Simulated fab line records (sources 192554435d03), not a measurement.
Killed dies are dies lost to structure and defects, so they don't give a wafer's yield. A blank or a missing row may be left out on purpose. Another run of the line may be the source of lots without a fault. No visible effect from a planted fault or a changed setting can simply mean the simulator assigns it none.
fab line records / flow n5-finfet / part 2 of 2: steps 24 to 38 of 38
record lots=5 wafers=15 last-day=17
route steps=1938 shown STI_FIN_REVEAL@186 DUMMY_GATE@212
lots that met no fault: taken from a fault-free run of the same line
start-h: hours from the record's first day to the start of the lot's first wafer shown / wait-h: hours since the lot's step before / " same as the row above / L1.1+2: a row that stands for several wafers / - no value present, or no start provided / * or withheld: withheld / < > ~ a bound
route shown NAME@n: NAME is a module with steps in the file, n the number in the route of the first one / usual: mean and standard deviation over wafers with no fault / same: alike in all rows / chamber/n: place in a boat / sites: each site's reading / _std_site: standard deviation of those values / _edge_site: the outer-site mean with the inner-site mean subtracted / radius-mm: for every site, how far away it sits from the centre of the wafer / mask NAME#n: copy n / behind: the tool/chamber that last shaped the wafer / hold: the reason the lot was held/the length of the hold in hours/how it ended / device: names the non-switching transistor (n, p or np) / end of line: tests of these same wafers at the route's end / a step with no rows: only its recipe / killed: not the wafer's yield, but the dies lost to structure and defects at the first sort / map: the dies of a wafer, with x for killed, . for not killed, _ for no die there
set.NAME: the run value of the setting; set.NAME@STEP: its run value at that earlier step / model.NAME: the simulator's own value behind a step, which no gauge read
a table for each step, a row for each wafer; lots at some steps of the route
services: when a tool's chamber went out of use (start-h, in hours from the record's first day, below 0 if earlier), for how many hours, and the reason
## steps
# step N5_STI_FIN_REVEAL_PRECLEAN_18
# recipe chemistry=SC2 time-s=45 temp-c=35 mix=1:1:50
# usual bath-guard-temp-C=34.9/0.42
lot.wafer=L074.1 tool=wet-bench-02 chamber=2 start-h=37.40 wait-h=0.0 bath-guard-temp-C=35.0
lot.wafer=L074.2 tool=wet-bench-02 chamber=6 start-h=37.40 wait-h=0.0 bath-guard-temp-C=35.3
lot.wafer=L074.4 tool=wet-bench-02 chamber=0 start-h=37.40 wait-h=0.0 bath-guard-temp-C=35.2
lot.wafer=L078.1 tool=wet-bench-04 chamber=1 start-h=61.27 wait-h=0.0 bath-guard-temp-C=35.2
lot.wafer=L078.2 tool=wet-bench-04 chamber=3 start-h=61.27 wait-h=0.0 bath-guard-temp-C=34.9
lot.wafer=L078.3 tool=wet-bench-04 chamber=4 start-h=61.27 wait-h=0.0 bath-guard-temp-C=35.3
lot.wafer=L090.3 tool=wet-bench-04 chamber=1 start-h=133.49 wait-h=0.0 bath-guard-temp-C=34.9
lot.wafer=L090.4 tool=wet-bench-04 chamber=5 start-h=133.49 wait-h=0.0 bath-guard-temp-C=34.8
lot.wafer=L090.5 tool=wet-bench-04 chamber=6 start-h=133.49 wait-h=0.0 bath-guard-temp-C=34.9
lot.wafer=L092.1 tool=wet-bench-03 chamber=0 start-h=144.93 wait-h=0.0 bath-guard-temp-C=34.6
lot.wafer=L092.4 tool=wet-bench-03 chamber=5 start-h=144.93 wait-h=0.0 bath-guard-temp-C=34.4
lot.wafer=L092.5 tool=wet-bench-03 chamber=6 start-h=144.93 wait-h=0.0 bath-guard-temp-C=34.9
lot.wafer=L093.3 tool=wet-bench-03 chamber=5 start-h=152.07 wait-h=0.0 bath-guard-temp-C=34.4
lot.wafer=L093.4 tool=wet-bench-03 chamber=6 start-h=152.07 wait-h=0.0 bath-guard-temp-C=35.4
lot.wafer=L093.5 tool=wet-bench-03 chamber=3 start-h=152.07 wait-h=0.0 bath-guard-temp-C=35.1
# step N5_STI_FIN_REVEAL_SRD_28
# recipe dry=ipa-marangoni time-s=30 temp-c=23 rinse-liquid=diw
lot.wafer=L074.1+2+4 tool=wet-bench-02 chamber=2,6,0 start-h=37.41 wait-h=0.0
lot.wafer=L078.1+2+3 tool=wet-bench-04 chamber=1,3,4 start-h=61.29 wait-h=0.0
lot.wafer=L090.3+4+5 tool=wet-bench-04 chamber=1,5,6 start-h=133.51 wait-h=0.0
lot.wafer=L092.1+4+5 tool=wet-bench-03 chamber=0,5,6 start-h=144.94 wait-h=0.0
lot.wafer=L093.3+4+5 tool=wet-bench-03 chamber=5,6,3 start-h=152.08 wait-h=0.0
# step N5_STI_FIN_REVEAL_INSPECT_13
# recipe inspect-instrument=darkfield mode=post-clean
# usual raw-defect-count=14/6
lot.wafer=L074.1 tool=defect-inspect-01 chamber=- start-h=37.45 wait-h=0.0 raw-defect-count=15
lot.wafer=L074.2 tool=defect-inspect-01 chamber=- start-h=37.45 wait-h=0.0 raw-defect-count=14
lot.wafer=L074.4 tool=defect-inspect-01 chamber=- start-h=37.45 wait-h=0.0 raw-defect-count=14
lot.wafer=L078.1 tool=defect-inspect-01 chamber=- start-h=61.33 wait-h=0.0 raw-defect-count=9
lot.wafer=L078.2 tool=defect-inspect-01 chamber=- start-h=61.33 wait-h=0.0 raw-defect-count=9
lot.wafer=L078.3 tool=defect-inspect-01 chamber=- start-h=61.33 wait-h=0.0 raw-defect-count=7
lot.wafer=L090.3 tool=defect-inspect-01 chamber=- start-h=133.55 wait-h=0.0 raw-defect-count=8
lot.wafer=L090.4 tool=defect-inspect-01 chamber=- start-h=133.55 wait-h=0.0 raw-defect-count=15
lot.wafer=L090.5 tool=defect-inspect-01 chamber=- start-h=133.55 wait-h=0.0 raw-defect-count=12
lot.wafer=L092.1 tool=defect-inspect-02 chamber=- start-h=144.98 wait-h=0.0 raw-defect-count=18
lot.wafer=L092.4 tool=defect-inspect-02 chamber=- start-h=144.98 wait-h=0.0 raw-defect-count=13
lot.wafer=L092.5 tool=defect-inspect-02 chamber=- start-h=144.98 wait-h=0.0 raw-defect-count=15
lot.wafer=L093.3 tool=defect-inspect-01 chamber=- start-h=152.13 wait-h=0.0 raw-defect-count=20
lot.wafer=L093.4 tool=defect-inspect-01 chamber=- start-h=152.13 wait-h=0.0 raw-defect-count=12
lot.wafer=L093.5 tool=defect-inspect-01 chamber=- start-h=152.13 wait-h=0.0 raw-defect-count=9
# step N5_DUMMY_GATE_PRECLEAN_00
# recipe chemistry=O3/DIW time-s=60 temp-c=22 o3-ppm=10
lot.wafer=L074.1+2+4 tool=wet-bench-06 chamber=6,7,5 start-h=37.48 wait-h=0.0
lot.wafer=L078.1+2+3 tool=wet-bench-01 chamber=1,0,5 start-h=61.36 wait-h=0.0
lot.wafer=L090.3+4+5 tool=wet-bench-06 chamber=4,7,3 start-h=133.58 wait-h=0.0
lot.wafer=L092.1+4+5 tool=wet-bench-05 chamber=4,2,3 start-h=145.01 wait-h=0.0
lot.wafer=L093.3+4+5 tool=wet-bench-01 chamber=3,0,1 start-h=152.15 wait-h=0.0
# step N5_DUMMY_GATE_SRD_01
# recipe time-s=30 temp-c=23 rinse-liquid=diw dry=ipa-marangoni
lot.wafer=L074.1+2+4 tool=wet-bench-06 chamber=6,7,5 start-h=37.50 wait-h=0.0
lot.wafer=L078.1+2+3 tool=wet-bench-01 chamber=1,0,5 start-h=61.38 wait-h=0.0
lot.wafer=L090.3+4+5 tool=wet-bench-06 chamber=4,7,3 start-h=133.60 wait-h=0.0
lot.wafer=L092.1+4+5 tool=wet-bench-05 chamber=4,2,3 start-h=145.03 wait-h=0.0
lot.wafer=L093.3+4+5 tool=wet-bench-01 chamber=3,0,1 start-h=152.17 wait-h=0.0
# step N5_DUMMY_GATE_ALD_02
# recipe material=SiO2 target-thk-a=20 temp-c=300 ald-precursor-family=BDEAS ald-co-reactant=O2-plasma pulse-time-s=1 pressure-torr=2
# usual heater-power-w=490/76 precursor-pulse-height-rel=1.000/0.018
lot.wafer=L074.1 tool=ald-sin-03 chamber=3 start-h=37.55 wait-h=0.0 heater-power-w=457 precursor-pulse-height-rel=0.979
lot.wafer=L074.2 tool=ald-sin-03 chamber=0 start-h=37.55 wait-h=0.0 heater-power-w=510 precursor-pulse-height-rel=1.013
lot.wafer=L074.4 tool=ald-sin-03 chamber=2 start-h=37.55 wait-h=0.0 heater-power-w=513 precursor-pulse-height-rel=1.040
lot.wafer=L078.1 tool=ald-sin-02 chamber=0 start-h=61.42 wait-h=0.0 heater-power-w=471 precursor-pulse-height-rel=0.986
lot.wafer=L078.2 tool=ald-sin-02 chamber=1 start-h=61.42 wait-h=0.0 heater-power-w=465 precursor-pulse-height-rel=0.967
lot.wafer=L078.3 tool=ald-sin-02 chamber=3 start-h=61.42 wait-h=0.0 heater-power-w=482 precursor-pulse-height-rel=0.982
lot.wafer=L090.3 tool=ald-sin-01 chamber=0 start-h=133.64 wait-h=0.0 heater-power-w=413 precursor-pulse-height-rel=0.994
lot.wafer=L090.4 tool=ald-sin-01 chamber=2 start-h=133.64 wait-h=0.0 heater-power-w=439 precursor-pulse-height-rel=0.998
lot.wafer=L090.5 tool=ald-sin-01 chamber=2 start-h=133.64 wait-h=0.0 heater-power-w=435 precursor-pulse-height-rel=0.996
lot.wafer=L092.1 tool=ald-sin-01 chamber=0 start-h=145.16 wait-h=0.1 heater-power-w=399 precursor-pulse-height-rel=0.974
lot.wafer=L092.4 tool=ald-sin-01 chamber=2 start-h=145.16 wait-h=0.1 heater-power-w=434 precursor-pulse-height-rel=0.973
lot.wafer=L092.5 tool=ald-sin-01 chamber=2 start-h=145.16 wait-h=0.1 heater-power-w=446 precursor-pulse-height-rel=0.974
lot.wafer=L093.3 tool=ald-sin-02 chamber=3 start-h=153.29 wait-h=1.1 heater-power-w=488 precursor-pulse-height-rel=1.022
lot.wafer=L093.4 tool=ald-sin-02 chamber=0 start-h=153.29 wait-h=1.1 heater-power-w=453 precursor-pulse-height-rel=1.010
lot.wafer=L093.5 tool=ald-sin-02 chamber=0 start-h=153.29 wait-h=1.1 heater-power-w=455 precursor-pulse-height-rel=1.005
# step N5_DUMMY_GATE_CVD_03
# recipe material=a-Si target-thk-a=1500 temp-c=530 precursor=SiH4 time-s=8042
lot.wafer=L074.1+2+4 tool=lpcvd-02 chamber=0/90,0/95,0/104 start-h=37.65 wait-h=0.1
lot.wafer=L078.1+2+3 tool=lpcvd-01 chamber=0/90,0/95,0/100 start-h=61.53 wait-h=0.1
lot.wafer=L090.3+4+5 tool=lpcvd-02 chamber=0/50,0/54,0/59 start-h=133.75 wait-h=0.1
lot.wafer=L092.1+4+5 tool=lpcvd-02 chamber=1/40,1/54,1/59 start-h=145.26 wait-h=0.1
lot.wafer=L093.3+4+5 tool=lpcvd-01 chamber=1/75,1/79,1/84 start-h=153.40 wait-h=0.1
# step N5_DUMMY_GATE_PRECLEAN_46
# recipe chemistry=DIW time-s=89.5 temp-c=23
lot.wafer=L074.1+2+4 tool=wet-bench-05 chamber=6,4,1 start-h=41.34 wait-h=0.0
lot.wafer=L078.1+2+3 tool=wet-bench-05 chamber=6,1,3 start-h=67.04 wait-h=0.0
lot.wafer=L090.3+4+5 tool=wet-bench-01 chamber=0,1,4 start-h=137.42 wait-h=0.0
lot.wafer=L092.1+4+5 tool=wet-bench-06 chamber=5,2,0 start-h=148.95 wait-h=0.0
lot.wafer=L093.3+4+5 tool=wet-bench-06 chamber=1,7,6 start-h=157.09 wait-h=0.0
# step N5_DUMMY_GATE_SRD_47
# recipe dry-time-s=32 dry=n2-spin spin-rpm=1500
lot.wafer=L074.1+2+4 tool=wet-bench-05 chamber=6,4,1 start-h=41.37 wait-h=0.0
lot.wafer=L078.1+2+3 tool=wet-bench-05 chamber=6,1,3 start-h=67.07 wait-h=0.0
lot.wafer=L090.3+4+5 tool=wet-bench-01 chamber=0,1,4 start-h=137.45 wait-h=0.0
lot.wafer=L092.1+4+5 tool=wet-bench-06 chamber=5,2,0 start-h=148.98 wait-h=0.0
lot.wafer=L093.3+4+5 tool=wet-bench-06 chamber=1,7,6 start-h=157.11 wait-h=0.0
# step N5_DUMMY_GATE_CMP_04
# recipe material=a-Si post-cmp-clean=alkaline-brush
# usual motor-current-A=10.1/0.71 time-to-endpoint-s=13.2/2.1
lot.wafer=L074.4 tool=cmp-03 chamber=1 start-h=41.40 wait-h=0.0 motor-current-A=10.6 time-to-endpoint-s=14.1
lot.wafer=L074.2 tool=cmp-03 chamber=2 start-h=41.40 wait-h=0.0 motor-current-A=9.8 time-to-endpoint-s=14.4
lot.wafer=L074.1 tool=cmp-03 chamber=3 start-h=41.40 wait-h=0.0 motor-current-A=10.0 time-to-endpoint-s=14.6
lot.wafer=L078.3 tool=cmp-02 chamber=3 start-h=67.25 wait-h=0.2 motor-current-A=10.0 time-to-endpoint-s=14.2
lot.wafer=L078.1 tool=cmp-02 chamber=0 start-h=67.25 wait-h=0.2 motor-current-A=10.1 time-to-endpoint-s=14.5
lot.wafer=L078.2 tool=cmp-02 chamber=1 start-h=67.25 wait-h=0.2 motor-current-A=11.0 time-to-endpoint-s=14.9
lot.wafer=L090.4 tool=cmp-03 chamber=3 start-h=137.63 wait-h=0.2 motor-current-A=10.0 time-to-endpoint-s=15.0
lot.wafer=L090.3 tool=cmp-03 chamber=2 start-h=137.63 wait-h=0.2 motor-current-A=9.8 time-to-endpoint-s=15.4
lot.wafer=L090.5 tool=cmp-03 chamber=0 start-h=137.63 wait-h=0.2 motor-current-A=10.6 time-to-endpoint-s=14.3
lot.wafer=L092.4 tool=cmp-03 chamber=0 start-h=149.01 wait-h=0.0 motor-current-A=11.0 time-to-endpoint-s=12.7
lot.wafer=L092.1 tool=cmp-03 chamber=1 start-h=149.01 wait-h=0.0 motor-current-A=10.8 time-to-endpoint-s=14.7
lot.wafer=L092.5 tool=cmp-03 chamber=1 start-h=149.01 wait-h=0.0 motor-current-A=10.9 time-to-endpoint-s=15.8
lot.wafer=L093.3 tool=cmp-02 chamber=3 start-h=157.21 wait-h=0.1 motor-current-A=9.6 time-to-endpoint-s=15.2
lot.wafer=L093.4 tool=cmp-02 chamber=0 start-h=157.21 wait-h=0.1 motor-current-A=10.0 time-to-endpoint-s=15.0
lot.wafer=L093.5 tool=cmp-02 chamber=1 start-h=157.21 wait-h=0.1 motor-current-A=11.2 time-to-endpoint-s=16.9
# step N5_DUMMY_GATE_THK_MEAS_05
# usual thk-nm=72.0/1
lot.wafer=L074.1 tool=film-metro-01 chamber=- start-h=41.64 wait-h=0.1 thk-nm=71.9
lot.wafer=L074.2 tool=film-metro-01 chamber=- start-h=41.64 wait-h=0.1 thk-nm=72.8
lot.wafer=L074.4 tool=film-metro-01 chamber=- start-h=41.64 wait-h=0.1 thk-nm=72.1
lot.wafer=L078.1 tool=film-metro-01 chamber=- start-h=67.49 wait-h=0.2 thk-nm=73.4
lot.wafer=L078.2 tool=film-metro-01 chamber=- start-h=67.49 wait-h=0.2 thk-nm=73.2
lot.wafer=L078.3 tool=film-metro-01 chamber=- start-h=67.49 wait-h=0.2 thk-nm=73.3
lot.wafer=L090.3 tool=film-metro-01 chamber=- start-h=137.87 wait-h=0.1 thk-nm=72.1
lot.wafer=L090.4 tool=film-metro-01 chamber=- start-h=137.87 wait-h=0.1 thk-nm=71.7
lot.wafer=L090.5 tool=film-metro-01 chamber=- start-h=137.87 wait-h=0.1 thk-nm=71.8
lot.wafer=L092.1 tool=film-metro-01 chamber=- start-h=149.25 wait-h=0.2 thk-nm=71.7
lot.wafer=L092.4 tool=film-metro-01 chamber=- start-h=149.25 wait-h=0.2 thk-nm=70.8
lot.wafer=L092.5 tool=film-metro-01 chamber=- start-h=149.25 wait-h=0.2 thk-nm=72.6
lot.wafer=L093.3 tool=film-metro-01 chamber=- start-h=157.39 wait-h=0.1 thk-nm=73.3
lot.wafer=L093.4 tool=film-metro-01 chamber=- start-h=157.39 wait-h=0.1 thk-nm=72.5
lot.wafer=L093.5 tool=film-metro-01 chamber=- start-h=157.39 wait-h=0.1 thk-nm=74.2
# step N5_DUMMY_GATE_HM_DEP_06
# recipe material=SiNx target-thk-a=800 precursor=DCS/NH3 temp-c=700 pressure-mtorr=300 time-s=5141
lot.wafer=L074.1+2+4 tool=lpcvd-01 chamber=0/15,0/20,0/29 start-h=41.67 wait-h=0.0
lot.wafer=L078.1+2+3 tool=lpcvd-01 chamber=0/65,0/70,0/75 start-h=67.52 wait-h=0.0
lot.wafer=L090.3+4+5 tool=lpcvd-02 chamber=1/50,1/54,1/59 start-h=137.90 wait-h=0.0
lot.wafer=L092.1+4+5 tool=lpcvd-02 chamber=0/65,0/79,0/84 start-h=149.28 wait-h=0.0
lot.wafer=L093.3+4+5 tool=lpcvd-02 chamber=0/100,0/104,0/109 start-h=157.41 wait-h=0.0
# step N5_DUMMY_GATE_PECVD_30
# recipe material=SiO2 target-thk-a=550 temp-c=400 precursor=TEOS/O2 pressure-torr=6.5 rf-w=withheld teos-flow-sccm=withheld gas=O2 flow-sccm=2650 time-s=10.8
lot.wafer=L074.1+2+4 tool=pecvd-01 chamber=0,1,0 start-h=45.61 wait-h=0.0
lot.wafer=L078.1+2+3 tool=pecvd-01 chamber=2,1,0 start-h=73.41 wait-h=0.0
lot.wafer=L090.3+4+5 tool=pecvd-04 chamber=2,2,0 start-h=141.84 wait-h=0.0
lot.wafer=L092.1+4+5 tool=pecvd-03 chamber=1,2,1 start-h=153.22 wait-h=0.0
lot.wafer=L093.3+4+5 tool=pecvd-01 chamber=0,2,1 start-h=161.36 wait-h=0.0
# step N5_DUMMY_GATE_COAT_34
# recipe resist=SOC temp-c=250 time-s=60 spin-rpm=1500 resist-thk-nm=60
lot.wafer=L074.1+2+4 tool=litho-track-01 chamber=0 start-h=45.68 wait-h=0.1
lot.wafer=L078.1+2+3 tool=litho-track-02 chamber=0 start-h=73.47 wait-h=0.0
lot.wafer=L090.3+4+5 tool=litho-track-01 chamber=0 start-h=141.90 wait-h=0.0
lot.wafer=L092.1+4+5 tool=litho-track-03 chamber=0 start-h=153.28 wait-h=0.0
lot.wafer=L093.3+4+5 tool=litho-track-02 chamber=0 start-h=161.41 wait-h=0.0
# step N5_DUMMY_GATE_COAT_35
# recipe resist=SiARC temp-c=220 time-s=60 spin-rpm=1500 resist-thk-nm=10
lot.wafer=L074.1+2+4 tool=litho-track-01 chamber=0 start-h=- wait-h=-
lot.wafer=L078.1+2+3 tool=litho-track-02 chamber=0 start-h=- wait-h=-
lot.wafer=L090.3+4+5 tool=litho-track-01 chamber=0 start-h=- wait-h=-
lot.wafer=L092.1+4+5 tool=litho-track-03 chamber=0 start-h=- wait-h=-
lot.wafer=L093.3+4+5 tool=litho-track-02 chamber=0 start-h=- wait-h=-
## services
tool=rie-diel-01 chamber=- start-h=6.91 hours=2.1 kind=repair
tool=cmp-03 chamber=- start-h=7.82 hours=19.1 kind=pm
tool=rie-diel-03 chamber=1 start-h=9.10 hours=19.7 kind=repair
tool=rie-diel-01 chamber=0 start-h=12.34 hours=7.4 kind=repair
tool=ald-sin-02 chamber=1 start-h=18.13 hours=4.9 kind=repair
tool=ald-sin-01 chamber=2 start-h=18.99 hours=4.2 kind=repair
tool=rie-diel-01 chamber=2 start-h=20.17 hours=2.8 kind=repair
tool=cmp-02 chamber=- start-h=24.54 hours=3.2 kind=repair
tool=ald-sin-01 chamber=- start-h=28.55 hours=1.1 kind=repair
tool=plasma-asher-02 chamber=- start-h=34.14 hours=1.2 kind=repair
tool=cmp-03 chamber=- start-h=38.36 hours=1.0 kind=repair
tool=remote-plasma-01 chamber=- start-h=38.82 hours=0.5 kind=repair
tool=plasma-asher-01 chamber=- start-h=43.90 hours=8.0 kind=repair
tool=pecvd-01 chamber=- start-h=52.10 hours=0.9 kind=repair
tool=wet-bench-04 chamber=- start-h=55.40 hours=0.7 kind=repair
tool=plasma-asher-02 chamber=- start-h=62.00 hours=1.0 kind=repair
tool=cmp-03 chamber=- start-h=63.97 hours=4.7 kind=pm
tool=wet-bench-05 chamber=- start-h=69.17 hours=1.9 kind=pm
tool=remote-plasma-01 chamber=- start-h=72.77 hours=0.4 kind=repair
tool=wet-bench-05 chamber=- start-h=87.97 hours=38.9 kind=repair
tool=plasma-asher-01 chamber=- start-h=133.07 hours=2.8 kind=pm
tool=plasma-asher-02 chamber=- start-h=141.78 hours=0.4 kind=repair
tool=plasma-asher-01 chamber=- start-h=142.27 hours=1.8 kind=repair
tool=cmp-03 chamber=- start-h=149.25 hours=0.3 kind=repair
